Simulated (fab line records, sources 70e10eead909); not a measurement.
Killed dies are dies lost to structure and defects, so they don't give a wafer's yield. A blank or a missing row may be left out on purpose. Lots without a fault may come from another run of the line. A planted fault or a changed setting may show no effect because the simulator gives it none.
Chamber matching | flow nand_harc | NHARC_A_DECK1_JOINT_CMP_02 on cmp-01: 4 sister chambers
The step polishes SiOx. 4 wafers are shown with their chamber, then 7 later ones without.

WAFERS WITH THEIR CHAMBER
wafer  | chamber | motor_current_A (A)
L090.4 | 3       | 11.6
L090.5 | 0       | 13.5
L091.1 | 1       | 13.9
L091.2 | 2       | 12.9

WAFERS WITHOUT THEIR CHAMBER
wafer  | motor_current_A (A)
L091.3 | 12.7
L093.1 | 13.7
L093.2 | 12.6
L093.4 | 11.5
L097.2 | 13.5
L097.5 | 13.1
L097.6 | 11.0

WHICH CHAMBER EACH WENT THROUGH
wafer  | from the rows above     | in truth
L091.3 | 2                       | 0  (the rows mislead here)
L093.1 | can't be placed: 0 or 1 | 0
L093.2 | 2                       | 2
L093.4 | 3                       | 3
L097.2 | can't be placed: 0 or 1 | 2
L097.5 | can't be placed: 2 or 0 | 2
L097.6 | 3                       | 3
Placed correctly: 3 of 7. Can't be placed from these rows: 3 (the true chamber is among the candidates in 2). Placed wrongly: 1.
How it was worked out, from the rows above alone: a wafer's distance from a chamber is the root of the sum, over the readings, of the square of ((its reading less the chamber's mean) divided by the reading's scatter). The wafer belongs to the nearest chamber; if the next one is less than 2 further off, it can't be placed. A chamber's mean is the mean of its shown wafers. The scatter: with one shown wafer a chamber, the root of the mean of the squares of how far each hidden wafer lies from its nearest shown one.
